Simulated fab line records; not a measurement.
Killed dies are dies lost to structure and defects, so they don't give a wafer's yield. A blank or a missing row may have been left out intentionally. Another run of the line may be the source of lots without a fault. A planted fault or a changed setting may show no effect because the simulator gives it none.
fab line records	flow n5Finfet
[record] lots = 7	wafers = 18	lastDay = 18
route steps=1938 shown MOL_CONTACT_COAG@604 BEOL_M4@1111 PASSIVATION@1936
lots untouched by any fault: they come from a run of this same line in which no faults occurred
startH: start of the lot's first displayed wafer, in hours after the record's first day	waitH: hours from the lot's prior step to this one	" as in the row above	L1.1+2: a row that stands for several wafers	- no value, or no start was given	* or withheld: withheld	< > ~ a bound
route shown NAME@n: NAME is a module with steps in the file, n the number in the route of the first one	usual: mean/standard deviation of fault-free wafers	same: alike in all rows	chamber/n: place in a boat	sites: each site's reading	_std_site: standard deviation across them	_edge_site: the outer-site mean with the inner-site mean subtracted	radiusMm: how far each site lies from the wafer's centre	mask NAME#n: copy n	behind: tool/chamber where the wafer was last shaped	hold: reason for holding the lot/hours on hold/outcome of the hold	device: the n, p or np transistor that did not switch	end of line: tests run on the same wafers once the route is complete	a step given without rows: its recipe and nothing more	killed: at the first sort, the dies lost to defects and structure; wafer yield is something else	map: dies across one wafer; x = killed, . = not, _ = none there
set.NAME: the setting that was run; set.NAME@STEP: the one run at that earlier step	model.NAME: the simulator's own value behind a step, which no gauge read
a table for each step, a row for each wafer; lots at some steps of the route
services: the hour from which a tool's chamber was out of use, counted from the record's first day as startH (under 0 if before that day), plus the number of hours and why
[[steps]]
[step N5_MOL_CONTACT_COAG_INSPECT_42]
[recipe] mode = adi	inspectInstrument = brightfield
[usual] rawDefectCount = 204/50
lot.wafer	tool	chamber	startH	waitH	rawDefectCount
L925.1	defectInspect-02	-	129.35	0.1	261
L925.3	"	-	"	"	303
L925.5	"	-	"	"	235
L927.2	defectInspect-02	-	147.05	0.0	186
L927.4	"	-	"	"	186
L927.5	"	-	"	"	148
L934.1	defectInspect-01	-	190.49	0.1	329
L934.3	"	-	"	"	281
L934.6	"	-	"	"	188
L935.3	defectInspect-02	-	194.93	0.0	182
L935.4	"	-	"	"	224
L938.5	defectInspect-01	-	210.90	0.0	339
L938.6	"	-	"	"	280
L940.3	defectInspect-01	-	221.84	0.0	206
L940.5	"	-	"	"	196
L943.2	defectInspect-02	-	242.12	0.0	155
L943.3	"	-	"	"	200
L943.5	"	-	"	"	326
[step N5_MOL_CONTACT_COAG_DESCUM_45]
[recipe] chemistry = O2	timeS = 7	sourcePowerW = 50	biasPowerW = 20	pressureMtorr = 20	rfFrequencyHz = 2.712e+07	tempC = 40	resist = CAR-EUV	o2FlowSccm = 225
[step N5_MOL_CONTACT_COAG_ETCH_65]
[recipe] chemistry = N2/H2	target = underlayer	targetDepthA = 130	maskMaterial = CAR-EUV	timeS = 10.4	ionEnergyEv = 200	pressureMtorr = 30	sourceW = 840	biasW = 150	n2FlowSccm = 200	h2FlowSccm = 200	ends = cleared
[step N5_MOL_CONTACT_COAG_ETCH_66]
[recipe] chemistry = CF4	target = SiARC	targetDepthA = 130	maskMaterial = CAR-EUV	timeS = 21.7	ionEnergyEv = 80	pressureMtorr = 40	sourceW = 545	biasW = 36	Ar_flow_sccm = 100	cf4FlowSccm = 100	ends = cleared
[step N5_MOL_CONTACT_COAG_ALD_133]
[recipe] material = SiO2	targetThkA = 50	tempC = 100	aldPrecursorFamily = BDEAS	aldCoReactant = O2-plasma	pulseTimeS = 1	coReactantPulseTimeS = 1	purgeTimeS = 2	coReactantPurgeTimeS = 2	aldCycles = 35	pressureTorr = 2
[usual] heaterPowerW = 80/10	precursorPulseHeightRel = 0.999/0.019
[same] coReactantPurgeTimeS = 2
lot.wafer	tool	chamber	startH	waitH	heaterPowerW	precursorPulseHeightRel
L925.1	aldSin-02	3	130.05	0.1	78	1.034
L925.3	"	0	"	"	104	1.002
L925.5	"	3	"	"	80	1.012
L927.2	aldSin-02	0	147.26	0.1	102	0.974
L927.4	"	0	"	"	103	1.004
L927.5	"	2	"	"	83	0.999
L934.1	aldSin-01	3	191.00	0.4	75	1.011
L934.3	"	2	"	"	79	0.972
L934.6	"	3	"	"	77	0.964
L935.3	aldSin-01	1	195.34	0.3	64	1.012
L935.4	"	0	"	"	72	1.015
L938.5	aldSin-01	2	211.14	0.1	82	0.997
L938.6	"	3	"	"	76	0.973
L940.3	aldSin-04	2	222.20	0.1	90	1.004
L940.5	"	1	"	"	70	0.971
L943.2	aldSin-01	2	242.29	0.1	80	1.017
L943.3	"	3	"	"	76	1.027
L943.5	"	2	"	"	83	1.028
[step N5_MOL_CONTACT_COAG_ETCHBACK_134]
[recipe] chemistry = CHF3	target = SiO2	targetDepthA = 100	timeS = 6.7	ionEnergyEv = 200	pressureMtorr = 30	sourceW = 610	biasW = 170	Ar_flow_sccm = 200	CHF3_flow_sccm = 50
[usual] chamberPressureMTorr = 30.000/0.025	drypumpMotorCurrentA = 5.8/0.35	oesProductAu = 0.80/0.1	rfVppV = 522/5	showerheadPlenumPTorr = 2.37/0.11	throttleValvePct = 18.73/0.26
[same] timeS = 6.7
lot.wafer	tool	chamber	startH	waitH	chamberPressureMTorr	drypumpMotorCurrentA	oesProductAu	rfHoursCounterH	rfVppV	showerheadPlenumPTorr	throttleValvePct
L925.1	rieDiel-06	1	130.49	0.4	30.013	5.4	0.96	10	525	2.52	18.47
L925.3	"	3	"	"	30.010	6.5	0.69	243	531	2.35	18.86
L925.5	"	1	"	"	29.996	5.4	0.96	-	524	2.52	18.47
L927.2	rieDiel-03	2	147.45	0.1	29.988	6.1	0.75	156	521	2.20	18.96
L927.4	"	2	"	"	30.062	6.1	0.75	-	521	2.20	18.97
L927.5	"	3	"	"	29.993	6.2	0.78	-	527	2.51	19.00
L934.1	rieDiel-05	1	191.18	0.1	29.983	5.9	0.69	200	524	2.27	18.46
L934.3	"	0	"	"	29.975	5.3	0.72	221	519	2.26	19.25
L934.6	"	1	"	"	30.008	5.9	0.69	-	525	2.27	18.46
L935.3	rieDiel-03	0	195.52	0.1	29.980	5.5	0.70	233	517	2.34	18.66
L935.4	"	1	"	"	30.012	5.9	0.93	-	524	2.43	18.91
L938.5	rieDiel-03	1	211.26	0.0	30.004	5.9	0.92	-	523	2.43	18.93
L938.6	"	2	"	"	29.959	6.2	0.73	-	521	2.19	19.02
L940.3	rieDiel-03	3	222.43	0.2	29.998	6.2	0.76	126	527	2.50	19.03
L940.5	"	0	"	"	29.986	5.6	0.68	-	518	2.34	18.67
L943.2	rieDiel-05	3	242.50	0.1	30.015	5.8	0.93	14	528	2.54	18.39
L943.3	"	2	"	"	30.008	5.4	0.92	23	524	2.52	18.49
L943.5	"	2	"	"	30.031	5.4	0.91	-	524	2.52	18.48
[step N5_MOL_CONTACT_COAG_ETCH_67]
[recipe] chemistry = N2/H2	target = SOC	targetDepthA = 600	overetchA = 210	maskMaterial = SiARC	tempC = 40	timeS = 101.2	ionEnergyEv = 200	pressureMtorr = 30	sourceW = 840	biasW = 150	n2FlowSccm = 200	h2FlowSccm = 200
[usual] chamberPressureMTorr = 30.004/0.026	drypumpMotorCurrentA = 5.9/0.35	oesProductAu = 0.67/0.081	rfVppV = 524/3.4	showerheadPlenumPTorr = 2.54/0.12	throttleValvePct = 17.84/0.24
[same] timeS = 101.2
lot.wafer	tool	chamber	startH	waitH	chamberPressureMTorr	drypumpMotorCurrentA	oesProductAu	rfHoursCounterH	rfVppV	showerheadPlenumPTorr	throttleValvePct
L925.1	rieDiel-06	1	130.53	0.0	29.961	5.3	0.78	10	526	2.71	17.72
L925.3	"	3	"	"	30.011	6.5	0.58	243	522	2.51	18.06
L925.5	"	1	"	"	30.016	5.4	0.80	-	528	2.71	17.72
L927.2	rieDiel-03	2	147.48	0.0	30.032	6.2	0.63	156	518	2.34	18.04
L927.4	"	2	"	"	30.014	6.2	0.63	-	518	2.34	18.04
L927.5	"	3	"	"	30.000	6.2	0.65	-	528	2.67	17.98
L934.1	rieDiel-05	1	191.21	0.0	30.071	6.0	0.59	200	521	2.42	17.52
L934.3	"	0	"	"	30.013	5.3	0.60	222	520	2.41	18.35
L934.6	"	1	"	"	30.040	5.9	0.58	-	520	2.42	17.54
L935.3	rieDiel-03	0	195.55	0.0	30.028	5.6	0.58	233	523	2.51	17.79
L935.4	"	1	"	"	30.020	5.9	0.76	-	525	2.61	18.06
L938.5	rieDiel-03	1	211.31	0.0	29.975	5.9	0.76	-	525	2.60	18.07
L938.6	"	2	"	"	29.967	6.1	0.62	-	519	2.33	18.09
L940.3	rieDiel-03	3	222.47	0.0	30.012	6.1	0.64	126	528	2.66	18.03
L940.5	"	0	"	"	30.031	5.6	0.58	-	523	2.50	17.79
L943.2	rieDiel-05	3	242.54	0.0	29.973	5.8	0.79	14	529	2.71	17.40
L943.3	"	2	"	"	30.014	5.4	0.76	23	528	2.70	17.57
L943.5	"	2	"	"	29.968	5.4	0.76	-	528	2.70	17.56
[step N5_MOL_CONTACT_COAG_STRIP_68]
[recipe] chemistry = N2/H2	tempC = 40	n2FlowSccm = 200	h2FlowSccm = 200	rfFrequencyHz = 6e+07
[step N5_MOL_CONTACT_COAG_STRIP_69]
[recipe] chemistry = N2/H2	tempC = 40	n2FlowSccm = 200	h2FlowSccm = 200	rfFrequencyHz = 6e+07
[step N5_MOL_CONTACT_COAG_ETCHBACK_136]
[recipe] chemistry = CHF3	target = SiO2	targetDepthA = 250	timeS = 16.7	ionEnergyEv = 200	pressureMtorr = 30	sourceW = 610	biasW = 170	Ar_flow_sccm = 200	CHF3_flow_sccm = 50
[step N5_MOL_CONTACT_COAG_STRIP_120]
[recipe] chemistry = CHF3	resist = SiARC	rfFrequencyHz = 6e+07
[step N5_MOL_CONTACT_COAG_VIA_ETCH_117]
[recipe] chemistry = C4F6/O2	targetDepthA = 400	overetchA = 80	maskMaterial = SOC	target = SiO2	biasW = 455	pressureMtorr = 10	timeS = 26	sourceW = 325	Ar_flow_sccm = 300	C4F6_flow_sccm = 10	O2_flow_sccm = 10	ionEnergyEv = 575.3	ends = endPoint
[usual] O2_flow_sccm = 9.995/0.029	chamberPressureMTorr = 9.999/0.0096	drypumpMotorCurrentA = 5.8/0.35	oesProductAu = 0.72/0.084	rfVppV = 1581/14	showerheadPlenumPTorr = 2.83/0.13	throttleValvePct = 41.1/0.32
lot.wafer	tool	chamber	startH	waitH	O2_flow_sccm	chamberPressureMTorr	drypumpMotorCurrentA	oesProductAu	rfHoursCounterH	rfVppV	showerheadPlenumPTorr	throttleValvePct
L925.1	rieDiel-06	1	130.65	0.0	10.008	9.982	5.4	0.84	10	1585	3.01	40.8
L925.3	"	3	"	"	9.955	9.995	6.4	0.61	243	1604	2.80	41.2
L925.5	"	1	"	"	9.997	10.006	5.3	0.83	-	1586	3.01	40.8
L927.2	rieDiel-03	2	147.60	0.0	10.033	9.992	6.2	0.68	156	1579	2.63	41.3
L927.4	"	2	"	"	9.974	9.986	6.2	0.67	-	1578	2.63	41.3
L927.5	"	3	"	"	9.992	9.998	6.2	0.70	-	1596	2.99	41.4
L934.1	rieDiel-05	1	191.34	0.0	9.997	10.006	5.9	0.64	200	1589	2.71	40.7
L934.3	"	0	"	"	10.010	9.990	5.3	0.65	222	1573	2.70	41.8
L934.6	"	1	"	"	10.016	10.002	5.9	0.64	-	1590	2.71	40.7
L935.3	rieDiel-03	0	195.67	0.0	9.956	9.983	5.6	0.63	233	1573	2.80	40.9
L935.4	"	1	"	"	9.994	9.989	5.9	0.83	-	1585	2.90	41.6
L938.5	rieDiel-03	1	211.41	0.0	10.004	9.997	5.9	0.81	-	1585	2.90	41.6
L938.6	"	2	"	"	10.042	9.999	6.2	0.66	-	1577	2.61	41.3
L940.3	rieDiel-03	3	222.59	0.0	9.945	9.995	6.2	0.68	126	1596	2.98	41.4
L940.5	"	0	"	"	9.954	10.000	5.6	0.62	-	1572	2.79	40.9
L943.2	rieDiel-05	3	242.66	0.0	9.973	9.995	5.8	0.83	14	1600	3.03	40.9
L943.3	"	2	"	"	10.025	10.003	5.4	0.81	23	1585	3.01	41.0
L943.5	"	2	"	"	10.016	10.003	5.4	0.81	-	1588	3.01	41.0
[step N5_MOL_CONTACT_COAG_ETCH_124]
[recipe] chemistry = CH3F/O2	target = SiNx	targetDepthA = 65	maskMaterial = SOC	stopOn = SiOC	overEtchFrac = 0.3	ionEnergyEv = 120	pressureMtorr = 30	sourceW = 395	biasW = 73	Ar_flow_sccm = 150	CH3F_flow_sccm = 30	O2_flow_sccm = 20	ends = endPoint
[usual] O2_flow_sccm = 20.00/0.061	chamberPressureMTorr = 30.002/0.025	drypumpMotorCurrentA = 5.8/0.35	oesProductAu = 0.69/0.082	rfVppV = 296.3/2.9	showerheadPlenumPTorr = 1.99/0.095	throttleValvePct = 16.32/0.25
lot.wafer	tool	chamber	startH	waitH	O2_flow_sccm	chamberPressureMTorr	drypumpMotorCurrentA	oesProductAu	rfHoursCounterH	rfVppV	showerheadPlenumPTorr	throttleValvePct	model.SOC_of_MOL_CONTACT_COAG_COAT_62.thkNm
L925.1	rieDiel-06	1	130.68	0.0	20.11	30.017	5.4	0.80	10	297.8	2.13	16.02	48.4
L925.3	"	3	"	"	19.94	29.963	6.4	0.59	243	301.0	1.97	16.48	48.2
L925.5	"	1	"	"	20.09	30.003	5.4	0.80	-	296.0	2.13	16.04	48.2
L927.2	rieDiel-03	2	147.63	0.0	20.00	29.992	6.2	0.65	156	296.2	1.84	16.56	48.8
L927.4	"	2	"	"	19.96	30.003	6.2	0.65	-	294.7	1.84	16.56	48.6
L927.5	"	3	"	"	20.06	29.996	6.2	0.67	-	300.3	2.11	16.57	48.2
L934.1	rieDiel-05	1	191.37	0.0	20.03	29.998	5.9	0.60	200	297.9	1.90	16.10	48.4
L934.3	"	0	"	"	20.00	30.016	5.3	0.62	222	293.4	1.90	16.84	48.4
L934.6	"	1	"	"	20.04	29.994	5.9	0.59	-	297.1	1.90	16.10	48.6
L935.3	rieDiel-03	0	195.70	0.0	19.96	29.952	5.6	0.60	233	295.4	1.97	16.29	48.6
L935.4	"	1	"	"	19.92	30.002	6.0	0.79	-	297.4	2.04	16.44	49
L938.5	rieDiel-03	1	211.45	0.0	20.04	30.028	5.9	0.77	-	296.6	2.04	16.46	49.2
L938.6	"	2	"	"	20.00	29.988	6.2	0.63	-	295.3	1.83	16.62	48.6
L940.3	rieDiel-03	3	222.62	0.0	20.07	29.998	6.1	0.65	126	299.1	2.10	16.60	48.6
L940.5	"	0	"	"	20.01	29.991	5.6	0.59	-	293.1	1.97	16.32	49.6
L943.2	rieDiel-05	3	242.69	0.0	19.96	30.004	5.8	0.80	14	300.1	2.14	15.98	48.4
L943.3	"	2	"	"	20.00	29.980	5.4	0.77	23	297.7	2.12	16.06	48.4
L943.5	"	2	"	"	20.04	29.974	5.4	0.77	-	297.1	2.12	16.07	48.4
[step N5_MOL_CONTACT_COAG_ETCH_48]
[recipe] chemistry = C4F6/O2	targetDepthA = 150	overetchA = 45	maskMaterial = SOC	target = SiOC	biasW = 465	pressureMtorr = 10	timeS = 17	sourceW = 335	Ar_flow_sccm = 300	C4F6_flow_sccm = 10	O2_flow_sccm = 10	ionEnergyEv = 576
[usual] O2_flow_sccm = 10.00/0.03	chamberPressureMTorr = 10.001/0.0087	drypumpMotorCurrentA = 5.8/0.35	oesProductAu = 0.67/0.084	rfVppV = 1583/14	showerheadPlenumPTorr = 2.83/0.13	throttleValvePct = 40.6/0.32
[same] timeS = 17
lot.wafer	tool	chamber	startH	waitH	O2_flow_sccm	chamberPressureMTorr	drypumpMotorCurrentA	oesProductAu	rfHoursCounterH	rfVppV	showerheadPlenumPTorr	throttleValvePct	model.SOC_of_MOL_CONTACT_COAG_COAT_62.thkNm
L925.1	rieDiel-06	1	130.72	0.0	9.98	9.991	5.4	0.77	10	1589	3.01	40.3	45.6
L925.3	"	3	"	"	9.99	10.006	6.5	0.54	243	1608	2.80	40.7	45.6
L925.5	"	1	"	"	10.00	10.000	5.3	0.78	-	1589	3.01	40.3	45.6
L927.2	rieDiel-03	2	147.67	0.0	9.97	9.998	6.2	0.65	156	1580	2.63	40.8	46
L927.4	"	2	"	"	9.97	9.997	6.1	0.62	-	1581	2.63	40.8	46
L927.5	"	3	"	"	9.99	10.005	6.1	0.66	-	1599	2.99	41.0	45.6
L934.1	rieDiel-05	1	191.41	0.0	10.02	9.995	5.9	0.58	200	1593	2.71	40.3	45.8
L934.3	"	0	"	"	9.96	10.005	5.3	0.59	222	1574	2.70	41.4	45.8
L934.6	"	1	"	"	10.00	10.001	5.9	0.59	-	1592	2.71	40.2	46.2
L935.3	rieDiel-03	0	195.74	0.0	10.00	10.001	5.6	0.58	233	1576	2.80	40.4	46
L935.4	"	1	"	"	9.98	10.002	5.9	0.76	-	1588	2.90	41.1	46.4
L938.5	rieDiel-03	1	211.50	0.0	10.09	9.995	5.9	0.76	-	1587	2.90	41.1	46.6
L938.6	"	2	"	"	9.97	9.992	6.1	0.62	-	1579	2.62	40.9	46
L940.3	rieDiel-03	3	222.66	0.0	9.95	10.018	6.1	0.66	126	1596	2.98	41.0	46
L940.5	"	0	"	"	10.04	9.988	5.5	0.61	-	1575	2.79	40.4	47
L943.2	rieDiel-05	3	242.73	0.0	9.97	10.004	5.8	0.76	14	1602	3.03	40.4	45.8
L943.3	"	2	"	"	10.01	10.001	5.4	0.75	23	1589	3.01	40.6	45.8
L943.5	"	2	"	"	9.99	10.020	5.4	0.73	-	1589	3.01	40.6	45.8
[step N5_MOL_CONTACT_COAG_STRIP_72]
[recipe] chemistry = N2/H2	powerW = 450	tempC = 40	pressureMtorr = 20	rfFrequencyHz = 6e+07	overashFraction = 3	biasPowerW = 7	h2Frac = 0.5	n2FlowSccm = 200	h2FlowSccm = 200
[usual] chamberPressureMTorr = 20.00/0.043	drypumpMotorCurrentA = 5.9/0.35	oesProductAu = 0.80/0.1	rfVppV = 59.3/2.1	showerheadPlenumPTorr = 2.53/0.12	throttleValvePct = 23.66/0.27
lot.wafer	tool	chamber	startH	waitH	chamberPressureMTorr	drypumpMotorCurrentA	oesProductAu	rfHoursCounterH	rfVppV	showerheadPlenumPTorr	throttleValvePct
L925.1	rieDiel-06	1	130.77	0.0	20.05	5.4	0.96	10	58.7	2.71	23.77
L925.3	"	3	"	"	19.97	6.4	0.69	243	58.3	2.51	23.82
L925.5	"	1	"	"	19.94	5.3	0.96	-	64.9	2.71	23.73
L927.2	rieDiel-03	2	147.73	0.0	19.98	6.1	0.75	156	58.5	2.34	23.86
L927.4	"	2	"	"	20.01	6.2	0.75	-	61.8	2.34	23.83
L927.5	"	3	"	"	19.99	6.1	0.79	-	59.1	2.67	23.74
L934.1	rieDiel-05	1	191.46	0.0	20.00	5.9	0.68	200	59.0	2.41	23.24
L934.3	"	0	"	"	19.97	5.3	0.72	222	58.0	2.41	24.21
L934.6	"	1	"	"	19.97	5.9	0.69	-	56.5	2.41	23.20
L935.3	rieDiel-03	0	195.80	0.0	19.96	5.5	0.70	233	59.8	2.51	23.52
L935.4	"	1	"	"	19.99	5.9	0.93	-	57.1	2.60	24.01
L938.5	rieDiel-03	1	211.55	0.0	19.96	5.9	0.89	-	59.9	2.60	24.02
L938.6	"	2	"	"	19.99	6.2	0.75	-	58.4	2.33	23.86
L940.3	rieDiel-03	3	222.71	0.0	20.04	6.2	0.75	126	57.3	2.66	23.77
L940.5	"	0	"	"	20.05	5.6	0.68	-	58.1	2.50	23.52
L943.2	rieDiel-05	3	242.78	0.0	19.96	5.9	0.92	14	62.0	2.71	23.17
L943.3	"	2	"	"	20.00	5.4	0.92	23	62.0	2.70	23.38
L943.5	"	2	"	"	19.99	5.4	0.92	-	61.0	2.70	23.43
[step N5_BEOL_M4_RC_MEAS_101]
[usual] DIBL_N = 35.9/1.3	DIBL_P = 36.3/1.5	IOFF_N = 0.153/0.023	IOFF_P = 0.208/0.028	ION_N = 672/9.7	ION_P = 462/6.6	SS_N = 71.5/0.53	SS_P = 73.3/0.59	VT_N = 250.4/2.7	VT_P = -250.5/3
lot.wafer	tool	chamber	startH	waitH	DIBL_N[mV/V]	DIBL_P[mV/V]	IOFF_N[nA/um]	IOFF_P[nA/um]	ION_N[uA/um]	ION_P[uA/um]	SS_N[mV/dec]	SS_P[mV/dec]	VT_N[mV]	VT_P[mV]
L925.1	prober-02	0	211.49	0.0	33.8	35.3	0.121	0.177	653	452	70.8	72.7	253.2	-252.9
L925.3	"	0	"	"	36.0	38.1	0.162	0.213	673	461	71.6	73.9	250.8	-253.0
L925.5	"	0	"	"	34.1	35.3	0.120	0.177	646	456	70.9	72.1	255.5	-252.9
L927.2	prober-01	0	225.30	0.2	38.7	39.2	0.197	0.247	676	467	71.8	74.2	247.3	-248.5
L927.4	"	0	"	"	39.8	40.6	0.211	0.274	678	466	72.0	74.5	245.7	-245.5
L927.5	"	0	"	"	38.5	39.1	0.194	0.235	683	463	72.7	74.1	246.5	-250.0
L934.1	prober-02	0	268.47	0.0	36.7	38.0	0.191	0.263	675	471	72.1	73.4	244.6	-242.8
L934.3	"	0	"	"	36.0	36.3	0.167	0.226	677	466	72.0	72.5	249.2	-247.6
L934.6	"	0	"	"	35.8	36.3	0.155	0.229	663	459	71.7	72.9	249.6	-249.3
L935.3	prober-02	0	276.43	0.3	34.6	34.8	0.129	0.215	662	463	71.8	72.8	251.9	-249.6
L935.4	"	0	"	"	35.9	36.6	0.156	0.246	663	469	71.3	73.8	249.9	-246.9
L938.5	prober-02	0	305.46	0.6	37.0	37.2	0.179	0.223	677	467	71.1	73.5	246.0	-249.7
L938.6	"	0	"	"	36.4	36.3	0.162	0.204	674	457	71.5	73.4	249.2	-250.0
L940.3	prober-01	0	309.51	0.3	36.2	37.9	0.171	0.215	677	460	71.5	73.1	247.6	-252.2
L940.5	"	0	"	"	32.8	34.5	0.116	0.166	664	454	70.9	72.5	256.3	-254.4
L943.2	prober-02	0	336.56	0.2	37.9	37.7	0.182	0.238	683	473	71.5	73.2	245.8	-247.1
L943.3	"	0	"	"	36.0	36.0	0.151	0.204	684	464	70.7	72.9	247.6	-249.7
L943.5	"	0	"	"	35.7	35.8	0.147	0.208	686	468	71.6	72.5	248.5	-248.9
[step N5_PASSIVATION_PROBE_49]
[usual] defectLimitedYield = 91.1/1.5	killed_at_M0_to_M3 = 35/9.5	killed_at_M4_up = 13/5.2	killedAtContacts = 12/6.1	killedAtFrontEnd = 41/14	killedAtOther = 3.8/2.9	killedDies = 105/17	killedOpen = 70/13	killedShort = 33/8.4	sort_bin_5_function = 5.1/0.97	sort_bin_6_memory = 3.4/0.69	sortNPass = 1075/17	sortYieldPct = 91.1/1.5
[same] grossDies = 1180	killedAtBackSide = 0	sort_bin_4_leakage[%] = 0	sort_bin_8_speed[%] = 0
lot.wafer	tool	chamber	startH	waitH	defectLimitedYield[%]	killed_at_M0_to_M3	killed_at_M4_up	killedAtContacts	killedAtFrontEnd	killedAtOther	killedDies	killedOpen	killedShort	sort_bin_5_function[%]	sort_bin_6_memory[%]	sortNPass	sortYieldPct[%]
L934.1	prober-01	-	369.44	0.0	92.5	29	14	9	29	8	89	57	32	4.2	3.2	1091	92.5
L934.3	prober-01	-	369.54	0.1	91.7	40	10	9	38	1	98	61	36	4.6	3.5	1082	91.7
L934.6	prober-01	-	369.69	0.3	91.3	41	14	6	42	0	103	54	45	4.8	3.7	1077	91.3
L935.3	prober-02	-	379.28	0.1	90.9	42	15	9	33	8	107	75	32	4.9	4.0	1073	90.9
L935.4	prober-02	-	379.33	0.2	91.4	34	16	12	37	3	102	69	31	5.1	3.3	1078	91.4
L938.5	prober-01	-	412.13	0.2	89.6	28	18	11	60	6	123	91	32	5.8	4.5	1057	89.6
L938.6	prober-01	-	412.18	0.3	90.3	24	12	13	64	2	115	84	31	6.1	3.4	1065	90.3
L940.3	prober-01	-	417.76	0.1	93.1	22	24	6	27	2	81	56	25	3.9	2.9	1099	93.1
L940.5	prober-01	-	417.86	0.2	92.3	30	29	3	29	0	91	54	36	5.3	2.3	1089	92.3
L943.2	prober-02	-	443.39	0.1	91.8	27	7	9	50	4	97	61	36	3.8	3.5	1083	91.8
L943.3	prober-02	-	443.44	0.1	90.1	48	4	7	55	3	117	72	45	6.4	3.1	1063	90.1
L943.5	prober-02	-	443.54	0.2	90.2	42	21	10	42	1	116	82	32	5.6	3.9	1064	90.2
// killed by level:class
L934.1 MOL_CONTACT_COAG:geometricParticle:open=9 BEOL_M0_SAQP:geometricParticle:short=7 BEOL_M6:geometricParticle:open=7 BEOL_M3:geometricParticle:open=6 FIN_SAQP:geometricParticle:open=5 MIM_TOP_ETCH:geometricParticle:short=5 STI_FIN_REVEAL:geometricParticle:open=4 DUMMY_GATE:geometricParticle:open=4
L934.3 BEOL_M0_SAQP:geometricParticle:short=15 BEOL_M0_SAQP:geometricParticle:open=9 FIN_SAQP:geometricParticle:open=7 FIN_SAQP:geometricParticle:short=7 MOL_CONTACT_COAG:geometricParticle:open=7 BEOL_M1:geometricParticle:open=7 STI_FIN_REVEAL:geometricParticle:open=6 GATE_CUT:geometricParticle:open=4
L934.6 FIN_SAQP:geometricParticle:short=11 BEOL_M1:geometricParticle:open=11 BEOL_M0_SAQP:geometricParticle:short=6 BEOL_M3:geometricParticle:open=6 STI_FIN_REVEAL:geometricParticle:open=5 MOL_CONTACT_COAG:geometricParticle:open=5 STARTING-WAFER:geometricParticle:short=5 FIN_SAQP:geometricParticle:open=4
L935.3 BEOL_M0_SAQP:geometricParticle:open=12 STI_FIN_REVEAL:geometricParticle:open=9 MOL_CONTACT_COAG:geometricParticle:open=8 BEOL_M3:geometricParticle:short=7 BEOL_M0_SAQP:geometricParticle:short=7 BEOL_M1:geometricParticle:open=7 BEOL_M4:geometricParticle:open=7 FIN_SAQP:geometricParticle:open=5
L935.4 MOL_CONTACT_COAG:geometricParticle:open=12 BEOL_M3:geometricParticle:open=9 STI_FIN_REVEAL:geometricParticle:open=8 DUMMY_GATE:geometricParticle:open=7 BEOL_M0_SAQP:geometricParticle:open=6 BEOL_M2:geometricParticle:open=6 BEOL_M0_SAQP:geometricParticle:short=5 FIN_SAQP:geometricParticle:open=4
L938.5 FIN_SAQP:geometricParticle:open=20 STI_FIN_REVEAL:geometricParticle:open=17 MOL_CONTACT_COAG:geometricParticle:open=9 BEOL_M0_SAQP:geometricParticle:short=8 BEOL_M2:geometricParticle:open=8 BEOL_M4:geometricParticle:open=8 BEOL_M0_SAQP:geometricParticle:open=6 FIN_SAQP:geometricParticle:short=5
L938.6 FIN_SAQP:geometricParticle:open=25 STI_FIN_REVEAL:geometricParticle:open=13 MOL_CONTACT_COAG:geometricParticle:open=11 FIN_SAQP:geometricParticle:short=6 BEOL_M0_SAQP:geometricParticle:short=6 BEOL_M3:geometricParticle:open=5 BEOL_M5:geometricParticle:open=5 DUMMY_GATE:geometricParticle:open=3
L940.3 BEOL_M4:geometricParticle:open=10 DUMMY_GATE:geometricParticle:open=7 MOL_CONTACT_COAG:geometricParticle:open=6 BEOL_M0_SAQP:geometricParticle:short=6 STI_FIN_REVEAL:geometricParticle:open=5 BEOL_M3:geometricParticle:open=5 BEOL_M0_SAQP:geometricParticle:open=4 FIN_SAQP:geometricParticle:short=3
L940.5 BEOL_M4:geometricParticle:open=11 BEOL_M0_SAQP:geometricParticle:short=7 STI_FIN_REVEAL:geometricParticle:open=6 BEOL_M3:geometricParticle:open=5 BEOL_M5:geometricParticle:open=5 GATE_CUT:geometricParticle:short=4 BEOL_M0_SAQP:geometricParticle:open=4 BEOL_M1:geometricParticle:open=4
L943.2 FIN_SAQP:geometricParticle:short=12 BEOL_M3:geometricParticle:open=10 FIN_SAQP:geometricParticle:open=8 STARTING-WAFER:geometricParticle:short=7 STI_FIN_REVEAL:geometricParticle:open=6 MOL_CONTACT_COAG:geometricParticle:open=6 BEOL_M2:geometricParticle:open=6 GATE_CUT:geometricParticle:short=5
L943.3 FIN_SAQP:geometricParticle:short=14 BEOL_M3:geometricParticle:open=13 FIN_SAQP:geometricParticle:open=9 BEOL_M0_SAQP:geometricParticle:short=8 BEOL_M1:geometricParticle:open=8 STI_FIN_REVEAL:geometricParticle:open=7 BEOL_M0_SAQP:geometricParticle:open=6 BEOL_M2:geometricParticle:open=5
L943.5 STI_FIN_REVEAL:geometricParticle:open=13 BEOL_M2:geometricParticle:open=13 BEOL_M0_SAQP:geometricParticle:short=10 FIN_SAQP:geometricParticle:open=9 MOL_CONTACT_COAG:geometricParticle:open=9 BEOL_M4:geometricParticle:open=9 BEOL_M0_SAQP:geometricParticle:open=8 FIN_SAQP:geometricParticle:short=4
[[services]]
tool	chamber	startH	hours	kind
rieDiel-05	2	111.77	-	clean
rieDiel-05	2	111.77	-	consumableReplace:focusRing
rieDiel-05	2	111.77	-	consumableReplace:showerhead
rieDiel-05	2	111.77	13.0	scheduledDown
rieDiel-05	2	111.77	13.0	ventCycle
rieDiel-05	-	117.79	14.6	pm
aldSin-04	3	121.37	8.2	repair
rieDiel-06	0	131.83	6.3	repair
aldSin-01	2	132.12	6.5	repair
aldSin-04	0	133.24	22.3	repair
rieDiel-03	1	141.03	-	clean
rieDiel-03	1	141.03	-	consumableReplace:focusRing
rieDiel-03	1	141.03	15.4	scheduledDown
rieDiel-03	1	141.03	15.4	ventCycle
rieDiel-05	-	143.02	12.1	repair
aldSin-01	0	149.81	5.6	repair
rieDiel-03	0	160.20	1.9	repair
rieDiel-05	2	178.77	4.2	repair
rieDiel-05	3	182.95	-	clean
rieDiel-05	3	182.95	-	consumableReplace:focusRing
rieDiel-05	3	182.95	-	consumableReplace:showerhead
rieDiel-05	3	182.95	21.1	scheduledDown
aldSin-01	3	207.01	1.9	repair
rieDiel-06	3	240.11	5.5	repair
[[key]]
firstSign none at tools or gauges
[modelEffect] step = N5_MOL_CONTACT_COAG_ETCH_124	value = SOC_of_MOL_CONTACT_COAG_COAT_62.thkNm	without = 48.53	struck = 49.27
[modelEffect] step = N5_MOL_CONTACT_COAG_ETCH_48	value = SOC_of_MOL_CONTACT_COAG_COAT_62.thkNm	without = 45.87	struck = 46.67
metAt N5_MOL_CONTACT_COAG_ETCH_124
struckWafers L935.4,L938.5,L940.5
onsetBetween 147.63 195.70
[fault] kind = processParameterDrift	tool = rieDiel-03	chamber = -	onsetH = 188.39	steps = N5_MOL_CONTACT_COAG_ETCH_124	channel = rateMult	offset = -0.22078	shape = step	endH = 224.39	scope = struckWafersOnly
